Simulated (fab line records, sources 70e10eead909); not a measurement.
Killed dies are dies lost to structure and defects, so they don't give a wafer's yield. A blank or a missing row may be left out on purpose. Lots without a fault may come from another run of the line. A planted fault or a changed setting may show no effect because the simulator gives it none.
fab line records | flow nand_harc
record lots=7 wafers=21 last_day=33
route steps=1302 shown P_BONDPAD@385 A_START@389 A_ZERO_WELL@390
lots that met no fault: from a run of the same line without faults
start_h: hours from the record's first day to the start of the lot's first wafer shown | wait_h: hours since the lot's step before | " the same as in the row above | L1.1+2: a row that stands for several wafers | - no value, or no start given | * or withheld: withheld | < > ~ a bound
route shown NAME@n: a module of which the file shows steps, and the number in the route of the first | usual: mean/standard deviation of fault-free wafers | same: alike in all rows | chamber/n: place in a boat | sites: the reading at each site | _std_site: their standard deviation | _edge_site: outer sites' mean less inner sites' | radius_mm: how far each site lies from the wafer's centre | mask NAME#n: copy n | behind: the tool/chamber that last shaped the wafer | hold: why the lot was held/for how many hours/how that ended | device: the transistor (n, p or np) that didn't switch | end of line: the same wafers' tests at the end of the route | a step without rows: its recipe alone | killed: dies lost to structure and defects at the first sort, not the wafer's yield | map: a wafer's dies, x killed, . not, _ none there
set.NAME: the setting as run; set.NAME@STEP: as run at that earlier step | model.NAME: the simulator's own value behind a step, which no gauge read
lots at some steps of the route; a table a step, a row a wafer
services: from which hour (start_h, from the record's first day; less than 0 if before it) a tool's chamber was out of use, for how many hours, and why
## steps
# step NHARC_P_BONDPAD_INSPECT_23
# usual raw_defect_count=335/130
# columns lot.wafer tool chamber start_h wait_h raw_defect_count
L801.3 defect_inspect-02 - 179.42 0.0 595
L801.4 " - " " 514
L801.5 " - " " 298
L806.1 defect_inspect-01 - 230.19 0.0 183
L806.5 " - " " 204
L806.6 " - " " 302
L807.3 defect_inspect-01 - 230.68 0.0 627
L807.4 " - " " 239
L807.5 " - " " 300
L808.2 defect_inspect-01 - 246.64 0.0 334
L808.3 " - " " 486
L808.5 " - " " 275
L817.2 defect_inspect-02 - 339.78 0.0 302
L817.3 " - " " 268
L817.4 " - " " 221
L818.2 defect_inspect-01 - 343.54 0.0 372
L818.3 " - " " 575
L818.5 " - " " 439
L820.1 defect_inspect-01 - 370.64 0.0 264
L820.3 " - " " 239
L820.5 " - " " 215
# step NHARC_P_BONDPAD_ACTIVATE_29
# recipe time_s=60 n2_flow_sccm=200 ar_flow_sccm=0 bias_power_w=0 chemistry=N2
# usual drypump_motor_current_A=5.5/0.39 oes_product_au=1.002/0.0083 rf_vpp_V=64.0/1.1 showerhead_plenum_p_Torr=1.76/0.095
# same bias_power_w=0
# columns lot.wafer tool chamber start_h wait_h drypump_motor_current_A oes_product_au rf_hours_counter_h rf_vpp_V showerhead_plenum_p_Torr
L801.4 rie_diel-02 0 179.51 0.1 5.1 1.003 6.2 63.7 1.71
L801.3 " 1 " " 5.0 1.000 6.8 65.2 1.90
L801.5 " 2 " " 6.3 1.007 - 65.5 1.88
L806.1 rie_diel-03 1 230.26 0.1 5.7 1.003 3.1 63.8 1.82
L806.6 " 0 " " 5.4 1.009 - 61.8 1.64
L806.5 " 1 " " 5.7 1.001 - 66.0 1.82
L807.4 rie_diel-03 3 230.74 0.1 6.1 1.005 3.2 65.1 1.91
L807.3 " 2 " " 5.2 1.016 3.2 63.8 1.70
L807.5 " 0 " " 5.4 1.018 - 63.8 1.64
L808.2 rie_diel-03 3 246.71 0.1 6.1 1.019 3.8 63.6 1.91
L808.3 " 1 " " 5.8 1.001 3.6 63.7 1.82
L808.5 " 3 " " 6.1 1.016 - 63.3 1.91
L817.4 rie_diel-01 3 339.84 0.1 5.4 0.989 7.1 63.7 1.72
L817.2 " 0 " " 5.1 1.005 6.9 63.0 1.68
L817.3 " 2 " " 5.8 0.984 5.8 63.8 1.69
L818.3 rie_diel-02 1 343.61 0.1 5.1 1.002 4.9 64.0 1.90
L818.2 " 3 " " 5.3 0.994 3.4 62.6 1.67
L818.5 " 1 " " 5.0 0.991 - 64.8 1.90
L820.3 rie_diel-03 0 370.70 0.1 5.4 1.012 2.2 62.7 1.64
L820.1 " 2 " " 5.2 1.006 2.4 61.4 1.70
L820.5 " 0 " " 5.4 1.014 - 62.2 1.64
# step NHARC_P_BONDPAD_PRECLEAN_30
# recipe time_s=300 temp_c=23 chemistry=DIW
# step NHARC_P_BONDPAD_SRD_31
# recipe time_s=30 temp_c=23 dry_time_s=20 spin_rpm=1500
# step NHARC_A_START_INSPECT_01
# usual raw_defect_count=3.3/1.8
# columns lot.wafer tool chamber start_h wait_h raw_defect_count
L801.3 defect_inspect-02 - 179.89 - 2
L801.4 " - " " 5
L801.5 " - " " 3
L806.1 defect_inspect-02 - 230.67 - 6
L806.5 " - " " 2
L806.6 " - " " 1
L807.3 defect_inspect-01 - 231.16 - 2
L807.4 " - " " 7
L807.5 " - " " 5
L808.2 defect_inspect-01 - 247.11 - 2
L808.3 " - " " 1
L808.5 " - " " 1
L817.2 defect_inspect-02 - 340.25 - 1
L817.3 " - " " 4
L817.4 " - " " 5
L818.2 defect_inspect-02 - 344.01 - 6
L818.3 " - " " 5
L818.5 " - " " 3
L820.1 defect_inspect-01 - 371.10 - 3
L820.3 " - " " 2
L820.5 " - " " 2
# step NHARC_A_ZERO_WELL_PRECLEAN_00
# recipe time_s=600 temp_c=120 chemistry=SPM
# step NHARC_A_ZERO_WELL_SRD_01
# step NHARC_A_ZERO_WELL_DEHYDRATE_02
# recipe temp_c=150 time_s=120
# step NHARC_A_ZERO_WELL_HMDS_03
# recipe time_s=30
# step NHARC_A_ZERO_WELL_COAT_18
# recipe temp_c=200 time_s=65
# step NHARC_A_ZERO_WELL_COAT_04
# recipe spin_rpm=2000 resist_thk_nm=600
# step NHARC_A_ZERO_WELL_SOFTBAKE_05
# recipe temp_c=125 time_s=70
# usual heater_power_total_W=201.0/1.2
# columns lot.wafer tool chamber start_h wait_h heater_power_total_W
L801.3 litho_track-03 0 180 - 200.4
L801.4 " 0 " " 202.1
L801.5 " 0 " " 199.1
L806.1 litho_track-03 0 231 - 316.7
L806.5 " 0 " " 316.1
L806.6 " 0 " " 321.2
L807.3 litho_track-03 0 231 - 318.7
L807.4 " 0 " " 318.8
L807.5 " 0 " " 320.2
L808.2 litho_track-03 0 247 - 318.8
L808.3 " 0 " " 320.5
L808.5 " 0 " " 322.1
L817.2 litho_track-07 0 340 - 202.4
L817.3 " 0 " " 201.2
L817.4 " 0 " " 202.0
L818.2 litho_track-05 0 344 - 201.7
L818.3 " 0 " " 200.7
L818.5 " 0 " " 202.6
L820.1 litho_track-03 0 371 - 202.6
L820.3 " 0 " " 200.9
L820.5 " 0 " " 202.4
# step NHARC_A_ZERO_WELL_EBR_06
## services
# columns tool chamber start_h hours kind
rie_diel-03 0 162.30 - clean
rie_diel-03 1 162.30 - clean
rie_diel-03 2 162.30 - clean
rie_diel-03 3 162.30 - clean
rie_diel-03 0 170.69 2.6 repair
rie_diel-01 1 174.21 5.5 repair
rie_diel-03 0 186.80 - clean
rie_diel-03 1 186.80 - clean
rie_diel-03 2 186.80 - clean
rie_diel-03 3 186.80 - clean
rie_diel-01 - 203.85 9.0 pm
rie_diel-03 0 211.30 - clean
rie_diel-03 1 211.30 - clean
rie_diel-03 2 211.30 - clean
rie_diel-03 3 211.30 - clean
rie_diel-02 - 213.62 30.7 repair
rie_diel-03 0 235.80 - clean
litho_track-07 - 251.00 7.0 pm
litho_track-03 - 275.00 7.0 pm
rie_diel-03 - 281.30 9.0 pm
rie_diel-01 2 290.45 15.4 repair
rie_diel-02 3 296.95 2.6 repair
litho_track-05 - 299.00 7.0 pm
rie_diel-02 0 363.98 8.1 repair
## key
first_sign step=NHARC_A_ZERO_WELL_SOFTBAKE_05 reading=heater_power_total_W direction=up sigmas=96 usual=* struck=*
effect none on later readings
met_at NHARC_A_ZERO_WELL_SOFTBAKE_05
struck_wafers L806.1,L806.5,L806.6,L807.3,L807.4,L807.5,L808.2,L808.3,L808.5
tester_left_out L806,L807,L808
onset_between 180 231
fault kind=process_parameter_drift tool=litho_track-03 chamber=- onset_h=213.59 steps=NHARC_A_ZERO_WELL_SOFTBAKE_05 channel=time_s offset=* shape=step end_h=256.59 acts_in=* stated=*
# tester_left_out: of these lots the tester's yield and bins aren't shown, on N5 and GAA mostly nor the transistor test; their killed dies are dies lost to structure and defects alone, not to doping, threshold or leakage, so they don't give the yield
